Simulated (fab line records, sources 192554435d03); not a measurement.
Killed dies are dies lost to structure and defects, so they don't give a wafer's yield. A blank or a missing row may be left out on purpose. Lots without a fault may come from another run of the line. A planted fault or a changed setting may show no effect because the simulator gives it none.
Chamber matching | flow n5_finfet | N5_GATE_CUT_STRIP_59 on rie_diel-06: 4 sister chambers
The step strips in N2/H2, time 20 s. 14 wafers are shown with their chamber, then 7 later ones without.

WAFERS WITH THEIR CHAMBER
wafer  | chamber | showerhead_plenum_p_Torr (Torr) | throttle_valve_pct (%) | oes_product_au (a.u.)
L078.3 | 2       | 3.31                            | 12.65                  | 0.73
L078.4 | 3       | 3.14                            | 11.99                  | 0.79
L078.6 | 3       | 3.14                            | 12.00                  | 0.80
L081.2 | 1       | 3.60                            | 12.08                  | 0.91
L081.4 | 3       | 3.14                            | 12.02                  | 0.80
L081.6 | 0       | 3.25                            | 11.97                  | 0.76
L085.4 | 3       | 3.14                            | 12.01                  | 0.80
L085.5 | 0       | 3.24                            | 11.99                  | 0.76
L085.6 | 2       | 3.30                            | 12.70                  | 0.71
L086.2 | 3       | 3.14                            | 12.03                  | 0.80
L086.4 | 3       | 3.14                            | 12.03                  | 0.78
L086.6 | 2       | 3.30                            | 12.71                  | 0.71
L088.1 | 3       | 3.14                            | 12.04                  | 0.78
L088.2 | 2       | 3.30                            | 12.70                  | 0.71

SIGNATURES (means of the wafers above)
reading                  | chamber 0 | chamber 1 | chamber 2 | chamber 3 | scatter within a chamber
showerhead_plenum_p_Torr | 3.2450    | 3.6000    | 3.3025    | 3.1400    | 0.00354
throttle_valve_pct       | 11.9800   | 12.0800   | 12.6900   | 12.0171   | 0.0208
oes_product_au           | 0.7600    | 0.9100    | 0.7150    | 0.7929    | 0.00918
Rule: a wafer's distance from a chamber is the root of the sum, over the readings, of the square of ((its reading less the chamber's mean) divided by the reading's scatter). The wafer belongs to the nearest chamber; if the next one is less than 2 further off, it can't be placed. The scatter: the root of (the sum of the squares of (reading less its chamber's mean) over the shown wafers, divided by (wafers less chambers)).

WAFERS WITHOUT THEIR CHAMBER
wafer  | showerhead_plenum_p_Torr (Torr) | throttle_valve_pct (%) | oes_product_au (a.u.)
L088.3 | 3.59                            | 12.09                  | 0.90
L091.3 | 3.13                            | 12.05                  | 0.78
L091.4 | 3.29                            | 12.72                  | 0.70
L091.6 | 3.59                            | 12.10                  | 0.88
L097.2 | 3.23                            | 12.06                  | 0.74
L097.4 | 3.23                            | 12.07                  | 0.74
L097.5 | 3.13                            | 12.08                  | 0.77

WHICH CHAMBER EACH WENT THROUGH
wafer  | from the rows above | in truth
L088.3 | 1                   | 1
L091.3 | 3                   | 3
L091.4 | 2                   | 2
L091.6 | 1                   | 1
L097.2 | 0                   | 0
L097.4 | 0                   | 0
L097.5 | 3                   | 3
Placed correctly: 7 of 7. Can't be placed from these rows: 0. Placed wrongly: 0.
